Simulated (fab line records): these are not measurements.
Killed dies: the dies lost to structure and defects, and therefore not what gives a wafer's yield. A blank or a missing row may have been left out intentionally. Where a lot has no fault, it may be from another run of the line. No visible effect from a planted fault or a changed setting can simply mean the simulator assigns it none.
fab line records	flow n5Finfet	part 1 of 2: steps 1 to 19 of 28
[record] lots = 5	wafers = 15	lastDay = 17
route steps=1938 shown BEOL_M14@1744
lots with no fault: from the same line, run without faults
startH: the number of hours between the record's first day and the start of the first shown wafer of the lot	waitH: time in hours since the lot's previous step	" repeats the value in the row above	L1.1+2: several wafers, shown together as one row	- no value present, or no start provided	* or withheld: withheld	< > ~ a bound
route shown NAME@n: a module of which the file shows steps, and the number in the route of the first	usual: average and standard deviation across the fault-free wafers	same: alike in all rows	chamber/n: place in a boat	sites: readings site by site	_std_site: the values' standard deviation	_edge_site: the outer-site mean with the inner-site mean subtracted	radiusMm: how far each site lies from the wafer's centre	mask NAME#n: copy n	behind: tool/chamber where the wafer was last shaped	hold: reason for holding the lot/hours on hold/outcome of the hold	device: which transistor (n, p or np) failed to switch	end of line: at the end of the route, the tests of the same wafers	a step given without rows: its recipe and nothing more	killed: the dies lost at the first sort to structure and to defects; this is not the yield of the wafer	map: the dies of a wafer, with x for killed, . for not killed, _ for no die there
set.NAME: the setting that was run; set.NAME@STEP: the one run at that earlier step	model.NAME: the simulator's own value behind a step, which no gauge read
certain route steps with their lots: each step a table, each wafer a row
services: from which hour (startH, from the record's first day; less than 0 if before it) a tool's chamber was out of use, for how many hours, and why
[[steps]]
[step N5_BEOL_M14_DEVELOP_27]
[recipe] developTimeS = 45	rinseLiquid = diw	dry = airSpin	devTempC = 21
lot.wafer	tool	chamber	startH	waitH
L080.1+4+6	lithoTrack-04	0	-	-
L087.2+4+6	lithoTrack-04	0	-	-
L092.1+2+3	lithoTrack-01	0	-	-
L093.2+3+6	lithoTrack-04	0	-	-
L097.1+4+6	lithoTrack-04	0	-	-
[step N5_BEOL_M14_HARDBAKE_32]
[recipe] tempC = 130	timeS = 120
[usual] plateTempC = 129.99/0.15
lot.wafer	tool	chamber	startH	waitH	plateTempC
L080.1	lithoTrack-04	0	-	-	130.04
L080.4	"	0	"	"	130.31
L080.6	"	0	"	"	130.11
L087.2	lithoTrack-04	0	-	-	130.13
L087.4	"	0	"	"	130.14
L087.6	"	0	"	"	130.19
L092.1	lithoTrack-01	0	-	-	129.87
L092.2	"	0	"	"	130.07
L092.3	"	0	"	"	130.19
L093.2	lithoTrack-04	0	-	-	129.89
L093.3	"	0	"	"	129.98
L093.6	"	0	"	"	130.08
L097.1	lithoTrack-04	0	-	-	130.17
L097.4	"	0	"	"	130.03
L097.6	"	0	"	"	130.16
[step N5_BEOL_M14_CD_MEAS_28]
[recipe] targetCdNm = 284.4	landingEnergyEv = 500	detector = seInlens
[usual] cdNm = 284.0/1.8
lot.wafer	tool	chamber	startH	waitH	cdNm
L080.1	cdSem-03	0	271.14	-	281.4
L080.4	"	0	"	"	284.3
L080.6	"	0	"	"	286.2
L087.2	cdSem-02	0	326.33	-	284.8
L087.4	"	0	"	"	284.3
L087.6	"	0	"	"	282.8
L092.1	cdSem-02	0	368.95	-	284.6
L092.2	"	0	"	"	284.9
L092.3	"	0	"	"	284.4
L093.2	cdSem-03	0	379.56	-	282.8
L093.3	"	0	"	"	284.9
L093.6	"	0	"	"	283.2
L097.1	cdSem-01	0	381.08	-	281.4
L097.4	"	0	"	"	281.8
L097.6	"	0	"	"	281.9
[step N5_BEOL_M14_OVL_MEAS_29]
[recipe] pointsPerWafer = 44
[usual] M14_OVL = 2/6.2
[same] pointsPerWafer = 44
lot.wafer	tool	chamber	startH	waitH	M14_OVL[nm]
L080.1	overlay-02	0	271.17	0.0	-2
L080.4	"	0	"	"	4
L080.6	"	0	"	"	5
L087.2	overlay-02	0	326.36	0.0	-8
L087.4	"	0	"	"	-1
L087.6	"	0	"	"	-6
L092.1	overlay-01	0	368.98	0.0	5
L092.2	"	0	"	"	7
L092.3	"	0	"	"	14
L093.2	overlay-02	0	379.59	0.0	-8
L093.3	"	0	"	"	-1
L093.6	"	0	"	"	-2
L097.1	overlay-02	0	381.11	0.0	10
L097.4	"	0	"	"	1
L097.6	"	0	"	"	2
[step N5_BEOL_M14_INSPECT_30]
[recipe] mode = adi	inspectInstrument = macro
[usual] rawDefectCount = 2.3/1.6
lot.wafer	tool	chamber	startH	waitH	rawDefectCount
L080.1	defectInspect-02	-	271.20	0.0	2
L080.4	"	-	"	"	2
L080.6	"	-	"	"	1
L087.2	defectInspect-01	-	326.39	0.0	0
L087.4	"	-	"	"	1
L087.6	"	-	"	"	1
L092.1	defectInspect-01	-	369.01	0.0	3
L092.2	"	-	"	"	1
L092.3	"	-	"	"	1
L093.2	defectInspect-01	-	379.62	0.0	1
L093.3	"	-	"	"	4
L093.6	"	-	"	"	2
L097.1	defectInspect-02	-	381.13	0.0	2
L097.4	"	-	"	"	1
L097.6	"	-	"	"	3
[step N5_BEOL_M14_DESCUM_33]
[recipe] chemistry = O2	timeS = 7.9	sourcePowerW = 50	biasPowerW = 20	pressureMtorr = 20	rfFrequencyHz = 2.712e+07	tempC = 40	o2FlowSccm = 225
[usual] biasPowerW = 20.00/0.059	drypumpMotorCurrentA = 5.6/0.41	oesProductAu = 0.80/0.081	rfVppV = 243.8/0.97	showerheadPlenumPTorr = 2.14/0.039	throttleValvePct = 20.38/0.21
lot.wafer	tool	chamber	startH	waitH	biasPowerW	drypumpMotorCurrentA	oesProductAu	rfHoursCounterH	rfVppV	showerheadPlenumPTorr	throttleValvePct
L080.1	rieDiel-03	0	271.23	0.0	19.93	5.9	0.84	65	245.3	2.21	20.30
L080.4	"	1	"	"	20.07	5.3	0.82	-	243.5	2.13	20.55
L080.6	"	0	"	"	20.08	5.9	0.85	-	244.3	2.21	20.31
L087.2	rieDiel-01	1	326.94	0.5	20.01	5.7	0.72	173	244.3	2.18	20.46
L087.4	"	2	"	"	19.91	5.2	0.85	-	243.9	2.14	20.66
L087.6	"	2	"	"	19.87	5.2	0.85	-	242.0	2.14	20.64
L092.1	rieDiel-01	1	369.04	0.0	20.14	5.7	0.70	192	244.3	2.17	20.49
L092.2	"	2	"	"	20.05	5.2	0.84	74	244.8	2.13	20.70
L092.3	"	0	"	"	20.07	6.4	0.68	258	243.0	2.15	20.45
L093.2	rieDiel-01	2	379.84	0.2	20.02	5.2	0.83	77	243.4	2.13	20.70
L093.3	"	1	"	"	19.97	5.7	0.71	195	245.3	2.17	20.50
L093.6	"	0	"	"	19.88	6.3	0.68	-	244.5	2.15	20.46
L097.1	rieDiel-03	3	381.70	0.6	20.00	5.2	0.95	6	243.9	2.14	20.01
L097.4	"	1	"	"	20.03	5.3	0.77	117	244.3	2.12	20.59
L097.6	"	0	"	"	20.02	5.9	0.80	-	243.0	2.19	20.39
[step N5_BEOL_M14_ETCH_67]
[recipe] chemistry = CF4	target = SiARC	targetDepthA = 1430	timeS = 238.3	ionEnergyEv = 80	pressureMtorr = 40	sourceW = 545	biasW = 36	Ar_flow_sccm = 100	cf4FlowSccm = 100	ends = cleared
[usual] drypumpMotorCurrentA = 5.6/0.42	etchRfOnTimeS = 239/5	oesProductAu = 0.68/0.068	rfVppV = 184.7/0.95	showerheadPlenumPTorr = 2.18/0.039	throttleValvePct = 15.54/0.17
lot.wafer	tool	chamber	startH	waitH	drypumpMotorCurrentA	etchRfOnTimeS	oesProductAu	rfHoursCounterH	rfVppV	showerheadPlenumPTorr	throttleValvePct
L080.1	rieDiel-03	0	271.27	0.0	5.9	243	0.71	65	185.8	2.26	15.53
L080.4	"	1	"	"	5.3	245	0.69	-	185.7	2.17	15.60
L080.6	"	0	"	"	5.9	243	0.71	-	186.2	2.26	15.53
L087.2	rieDiel-01	1	326.99	0.0	5.7	236	0.62	173	185.3	2.21	15.58
L087.4	"	2	"	"	5.2	243	0.72	-	185.0	2.17	15.69
L087.6	"	2	"	"	5.2	244	0.72	-	182.8	2.17	15.67
L092.1	rieDiel-01	1	369.08	0.0	5.7	237	0.61	192	184.4	2.20	15.63
L092.2	"	2	"	"	5.2	241	0.70	74	184.4	2.16	15.73
L092.3	"	0	"	"	6.4	238	0.59	258	184.4	2.20	15.67
L093.2	rieDiel-01	2	379.87	0.0	5.2	238	0.70	77	183.7	2.16	15.72
L093.3	"	1	"	"	5.7	235	0.61	195	186.3	2.20	15.63
L093.6	"	0	"	"	6.3	237	0.58	-	186.2	2.19	15.69
L097.1	rieDiel-03	3	381.74	0.0	5.3	239	0.80	6	184.2	2.18	15.15
L097.4	"	1	"	"	5.3	245	0.65	117	184.8	2.16	15.70
L097.6	"	0	"	"	5.9	243	0.67	-	184.9	2.24	15.63
[step N5_BEOL_M14_ETCH_68]
[recipe] chemistry = N2/H2	target = SOC	maskMaterial = SiARC	sourceW = 3000	biasW = 350	tempC = 40	timeS = 450	ionEnergyEv = 200	pressureMtorr = 30	n2FlowSccm = 200	h2FlowSccm = 200
[usual] drypumpMotorCurrentA = 5.6/0.41	h2FlowSccm = 200.0/0.6	n2FlowSccm = 199.9/0.59	oesProductAu = 0.80/0.082	rfVppV = 525.4/1.5	showerheadPlenumPTorr = 2.60/0.054	throttleValvePct = 17.72/0.16
lot.wafer	tool	chamber	startH	waitH	drypumpMotorCurrentA	h2FlowSccm	n2FlowSccm	oesProductAu	rfHoursCounterH	rfVppV	showerheadPlenumPTorr	throttleValvePct
L080.1	rieDiel-03	0	271.41	0.1	5.8	199.6	199.8	0.85	65	528.4	2.69	17.66
L080.4	"	1	"	"	5.3	200.1	200.0	0.82	-	524.4	2.56	17.66
L080.6	"	0	"	"	5.8	200.3	198.8	0.85	-	527.6	2.69	17.65
L087.2	rieDiel-01	1	327.21	0.1	5.7	200.9	199.5	0.72	173	526.8	2.66	17.92
L087.4	"	2	"	"	5.2	200.3	199.9	0.84	-	524.9	2.57	17.79
L087.6	"	2	"	"	5.2	199.9	199.7	0.85	-	525.2	2.57	17.79
L092.1	rieDiel-01	1	369.22	0.1	5.7	199.6	200.3	0.71	192	526.0	2.66	17.94
L092.2	"	2	"	"	5.2	199.6	198.7	0.83	74	525.3	2.56	17.83
L092.3	"	0	"	"	6.4	199.7	199.7	0.68	258	526.7	2.59	17.76
L093.2	rieDiel-01	2	380.02	0.1	5.2	200.5	200.3	0.82	77	524.3	2.56	17.84
L093.3	"	1	"	"	5.7	199.6	198.7	0.70	195	526.3	2.65	17.95
L093.6	"	0	"	"	6.4	200.1	200.3	0.68	-	527.0	2.59	17.74
L097.1	rieDiel-03	3	381.88	0.1	5.2	199.8	199.7	0.95	6	525.1	2.62	17.48
L097.4	"	1	"	"	5.4	200.8	199.2	0.77	118	523.5	2.54	17.74
L097.6	"	0	"	"	5.9	199.3	199.3	0.80	-	527.0	2.67	17.72
[step N5_BEOL_M14_STRIP_69]
[recipe] chemistry = N2/H2	tempC = 40	n2FlowSccm = 200	h2FlowSccm = 200	rfFrequencyHz = 6e+07
lot.wafer	tool	chamber	startH	waitH
L080.1+4+6	rieDiel-03	0,1,0	271.68	0.1
L087.2+4+6	rieDiel-01	1,2,2	327.60	0.3
L092.1+2+3	rieDiel-01	1,2,0	369.49	0.1
L093.2+3+6	rieDiel-01	2,1,0	380.28	0.1
L097.1+4+6	rieDiel-03	3,1,0	382.15	0.1
[step N5_BEOL_M14_TRENCH_ETCH_34]
[recipe] chemistry = C4F8/O2/Ar	target = SiO2	targetDepthA = 5566.5	maskMaterial = SOC	heInnerTorr = 15	heOuterTorr = 30	timeS = 126.9	ionEnergyEv = 800	pressureMtorr = 20	sourceW = 1905	biasW = 2040	Ar_flow_sccm = 400	C4F8_flow_sccm = 16	O2_flow_sccm = 12
[usual] C4F8_flow_sccm = 16.00/0.053	drypumpMotorCurrentA = 5.6/0.41	heInnerTorr = 14.999/0.029	oesProductAu = 0.79/0.081	rfVppV = 2226/25	showerheadPlenumPTorr = 3.51/0.062	throttleValvePct = 30.87/0.23
lot.wafer	tool	chamber	startH	waitH	C4F8_flow_sccm	drypumpMotorCurrentA	heInnerTorr	oesProductAu	rfHoursCounterH	rfVppV	showerheadPlenumPTorr	throttleValvePct
L080.1	rieDiel-03	0	271.69	0.0	16.02	5.9	14.999	0.82	65	2275	3.63	30.85
L080.4	"	1	"	"	16.08	5.3	14.961	0.81	-	2215	3.50	31.07
L080.6	"	0	"	"	15.97	5.9	15.004	0.83	-	2277	3.63	30.85
L087.2	rieDiel-01	1	327.62	0.0	15.98	5.7	14.991	0.73	173	2209	3.54	30.71
L087.4	"	2	"	"	16.01	5.2	15.018	0.84	-	2215	3.49	31.12
L087.6	"	2	"	"	15.96	5.2	15.001	0.85	-	2217	3.49	31.13
L092.1	rieDiel-01	1	369.50	0.0	16.00	5.7	15.049	0.71	193	2209	3.53	30.73
L092.2	"	2	"	"	15.97	5.2	14.988	0.82	74	2215	3.48	31.14
L092.3	"	0	"	"	16.05	6.3	15.035	0.68	258	2221	3.53	30.99
L093.2	rieDiel-01	2	380.29	0.0	15.98	5.2	14.989	0.82	77	2213	3.48	31.16
L093.3	"	1	"	"	16.06	5.7	15.008	0.71	195	2209	3.53	30.72
L093.6	"	0	"	"	16.02	6.4	14.992	0.68	-	2221	3.53	30.98
L097.1	rieDiel-03	3	382.16	0.0	15.97	5.2	14.970	0.95	6	2216	3.51	30.51
L097.4	"	1	"	"	16.03	5.3	15.022	0.76	118	2210	3.47	31.11
L097.6	"	0	"	"	15.97	5.9	14.985	0.78	-	2274	3.60	30.90
[step N5_BEOL_M14_STRIP_70]
[recipe] chemistry = C4F8/O2/Ar	resist = SiARC	rfFrequencyHz = 6e+07
lot.wafer	tool	chamber	startH	waitH
L080.1+4+6	rieDiel-03	0,1,0	271.80	0.1
L087.2+4+6	rieDiel-01	1,2,2	327.79	0.1
L092.1+2+3	rieDiel-01	1,2,0	369.61	0.1
L093.2+3+6	rieDiel-01	2,1,0	380.41	0.1
L097.1+4+6	rieDiel-03	3,1,0	382.27	0.1
[step N5_BEOL_M14_OCD_MEAS_35]
[usual] trenchDepthNm = 554/12
lot.wafer	tool	chamber	startH	waitH	trenchDepthNm
L080.1	ocd-01	-	271.84	0.0	539
L080.4	"	-	"	"	542
L080.6	"	-	"	"	541
L087.2	ocd-01	-	327.84	0.0	567
L087.4	"	-	"	"	548
L087.6	"	-	"	"	549
L092.1	ocd-02	-	369.65	0.0	559
L092.2	"	-	"	"	546
L092.3	"	-	"	"	553
L093.2	ocd-02	-	380.45	0.0	552
L093.3	"	-	"	"	558
L093.6	"	-	"	"	555
L097.1	ocd-02	-	382.31	0.0	556
L097.4	"	-	"	"	540
L097.6	"	-	"	"	539
[step N5_BEOL_M14_STRIP_37]
[recipe] chemistry = O2	powerW = 600	tempC = 60	pressureMtorr = 30	rfFrequencyHz = 6e+07	biasPowerW = 0	overashFraction = 0.3	o2FlowSccm = 225
[usual] drypumpMotorCurrentA = 5.7/0.44	oesProductAu = 0.80/0.089	rfVppV = 3.8/0.91	showerheadPlenumPTorr = 2.14/0.041	throttleValvePct = 16.60/0.2
[same] biasPowerW = 0
lot.wafer	tool	chamber	startH	waitH	drypumpMotorCurrentA	oesProductAu	rfHoursCounterH	rfVppV	showerheadPlenumPTorr	throttleValvePct
L080.1	rieDiel-01	0	272.88	1.0	6.3	0.71	225	4.3	2.16	16.66
L080.4	"	1	"	"	5.7	0.73	-	4.4	2.19	16.67
L080.6	"	0	"	"	6.3	0.72	-	3.7	2.16	16.69
L087.2	rieDiel-01	1	328.52	0.7	5.7	0.73	174	5.3	2.18	16.73
L087.4	"	2	"	"	5.2	0.85	-	2.8	2.14	16.85
L087.6	"	2	"	"	5.2	0.85	-	3.5	2.14	16.85
L092.1	rieDiel-01	0	372.57	2.9	6.4	0.70	258	5.1	2.15	16.75
L092.2	"	1	"	"	5.7	0.70	193	4.4	2.17	16.73
L092.3	"	2	"	"	5.2	0.84	75	4.2	2.13	16.87
L093.2	rieDiel-03	3	381.16	0.7	5.2	0.96	6	4.0	2.14	16.23
L093.3	"	1	"	"	5.3	0.77	117	3.8	2.12	16.79
L093.6	"	1	"	"	5.4	0.78	-	4.0	2.12	16.83
L097.1	rieDiel-03	0	382.36	0.0	5.8	0.80	112	3.2	2.20	16.64
L097.4	"	3	"	"	5.3	0.95	6	3.9	2.14	16.24
L097.6	"	2	"	"	5.3	0.87	-	4.2	2.14	16.19
[step N5_BEOL_M14_ETCH_38]
[recipe] chemistry = CF4/N2	target = SiCN	targetDepthA = 1065	taperDeg = 2	timeS = 120.6	ionEnergyEv = 150	maskMaterial = SiO2	pressureMtorr = 40	sourceW = 430	biasW = 70	Ar_flow_sccm = 100	cf4FlowSccm = 60	n2FlowSccm = 60
[usual] drypumpMotorCurrentA = 5.7/0.44	n2FlowSccm = 60.02/0.16	oesProductAu = 0.80/0.087	rfVppV = 383.4/1.2	showerheadPlenumPTorr = 2.25/0.042	throttleValvePct = 15.36/0.18
lot.wafer	tool	chamber	startH	waitH	drypumpMotorCurrentA	n2FlowSccm	oesProductAu	rfHoursCounterH	rfVppV	showerheadPlenumPTorr	throttleValvePct
L080.1	rieDiel-01	0	-	-	6.4	60.19	0.71	225	383.1	2.27	15.44
L080.4	"	1	"	"	5.6	59.98	0.74	-	383.6	2.29	15.41
L080.6	"	0	"	"	6.3	59.89	0.71	-	382.9	2.27	15.46
L087.2	rieDiel-01	1	-	-	5.7	60.10	0.73	174	383.7	2.28	15.46
L087.4	"	2	"	"	5.2	60.19	0.84	-	381.5	2.23	15.50
L087.6	"	2	"	"	5.2	60.12	0.83	-	383.5	2.23	15.52
L092.1	rieDiel-01	0	-	-	6.3	60.26	0.67	258	383.4	2.26	15.52
L092.2	"	1	"	"	5.7	59.80	0.71	193	384.0	2.28	15.48
L092.3	"	2	"	"	5.2	59.97	0.81	75	383.5	2.23	15.55
L093.2	rieDiel-03	3	-	-	5.2	59.92	0.93	6	385.4	2.25	15.04
L093.3	"	1	"	"	5.3	60.06	0.77	117	383.2	2.22	15.52
L093.6	"	1	"	"	5.3	59.80	0.76	-	381.6	2.22	15.52
L097.1	rieDiel-03	0	-	-	5.8	59.95	0.77	112	384.9	2.31	15.46
L097.4	"	3	"	"	5.3	60.07	0.94	6	383.5	2.25	15.02
L097.6	"	2	"	"	5.3	59.96	0.88	-	384.3	2.26	14.97
[step N5_BEOL_M14_PRECLEAN_39]
[recipe] chemistry = residueRemover	timeS = 60	tempC = 40
lot.wafer	tool	chamber	startH	waitH
L080.1+4+6	wetBench-05	2,5,1	273.07	-
L087.2+4+6	wetBench-01	0,2,4	328.80	-
L092.1+2+3	wetBench-02	7,4,0	372.77	-
L093.2+3+6	wetBench-02	5,4,2	381.36	-
L097.1+4+6	wetBench-01	0,2,6	382.56	-
[step N5_BEOL_M14_SRD_40]
[recipe] timeS = 30	tempC = 23	rinseLiquid = diw	dry = n2Spin	spinRpm = 1500	dryTimeS = 30
lot.wafer	tool	chamber	startH	waitH
L080.1+4+6	wetBench-05	2,5,1	273.09	0.0
L087.2+4+6	wetBench-01	0,2,4	328.82	0.0
L092.1+2+3	wetBench-02	7,4,0	372.79	0.0
L093.2+3+6	wetBench-02	5,4,2	381.38	0.0
L097.1+4+6	wetBench-01	0,2,6	382.58	0.0
[step N5_BEOL_M14_DEGAS_41]
[recipe] ambient = vacuum	tempC = 300	timeS = 60
[usual] heaterPowerW = 477/39	susceptorTempC = 300.02/0.17
lot.wafer	tool	chamber	startH	waitH	heaterPowerW	susceptorTempC
L080.1	pvdSputter-01	-	273.46	0.3	522	299.61
L080.4	"	-	"	"	468	300.27
L080.6	"	-	"	"	544	300.34
L087.2	pvdSputter-02	-	329.15	0.3	473	300.14
L087.4	"	-	"	"	448	300.12
L087.6	"	-	"	"	433	299.95
L092.1	pvdSputter-02	-	375.56	2.8	474	300.05
L092.2	"	-	"	"	435	299.99
L092.3	"	-	"	"	432	299.78
L093.2	pvdSputter-03	-	381.67	0.3	415	299.91
L093.3	"	-	"	"	468	300.13
L093.6	"	-	"	"	493	299.99
L097.1	pvdSputter-02	-	382.64	0.0	476	300.11
L097.4	"	-	"	"	437	300.08
L097.6	"	-	"	"	515	299.94
[step N5_BEOL_M14_PRE_CLEAN_42]
[recipe] gas = H2/He	timeS = 30	tempC = 300
[usual] heaterPowerW = 477/40	susceptorTempC = 300.00/0.18
lot.wafer	tool	chamber	startH	waitH	heaterPowerW	susceptorTempC
L080.1	pvdSputter-01	-	273.50	0.0	515	299.98
L080.4	"	-	"	"	490	300.10
L080.6	"	-	"	"	530	300.20
L087.2	pvdSputter-02	-	329.19	0.0	479	299.70
L087.4	"	-	"	"	443	299.80
L087.6	"	-	"	"	431	300.17
L092.1	pvdSputter-02	-	375.60	0.0	490	299.83
L092.2	"	-	"	"	441	300.12
L092.3	"	-	"	"	429	299.95
L093.2	pvdSputter-03	-	381.71	0.0	404	299.66
L093.3	"	-	"	"	455	300.09
L093.6	"	-	"	"	505	300.03
L097.1	pvdSputter-02	-	382.68	0.0	479	299.86
L097.4	"	-	"	"	426	299.98
L097.6	"	-	"	"	503	300.23
[step N5_BEOL_M14_SPUTTER_43]
[recipe] material = TaN	targetThkA = 150	tempC = 50	biasV = 168.6	powerW = 15000	chamberPressurePa = 0.12	timeS = 24.19
[usual] chamberPressurePa = 0.11999/0.00024	susceptorTempC = 50.00/0.12	throttleValvePct = 30.2/1.1
lot.wafer	tool	chamber	startH	waitH	chamberPressurePa	susceptorTempC	throttleValvePct
L080.1	pvdSputter-01	-	273.54	0.0	0.12047	49.83	28.8
L080.4	"	-	"	"	0.11977	49.97	29.5
L080.6	"	-	"	"	0.11947	50.14	29.0
L087.2	pvdSputter-02	-	329.23	0.0	0.12038	50.11	31.3
L087.4	"	-	"	"	0.1199	49.81	29.8
L087.6	"	-	"	"	0.12028	49.96	31.0
L092.1	pvdSputter-02	-	375.64	0.0	0.11976	50.08	31.1
L092.2	"	-	"	"	0.11961	49.93	29.5
L092.3	"	-	"	"	0.12012	50.10	30.9
L093.2	pvdSputter-03	-	381.75	0.0	0.12015	50.01	29.5
L093.3	"	-	"	"	0.11989	49.84	28.8
L093.6	"	-	"	"	0.11996	50.04	31.6
L097.1	pvdSputter-02	-	382.72	0.0	0.12022	50.06	30.9
L097.4	"	-	"	"	0.11985	49.86	29.6
L097.6	"	-	"	"	0.12009	50.01	31.5
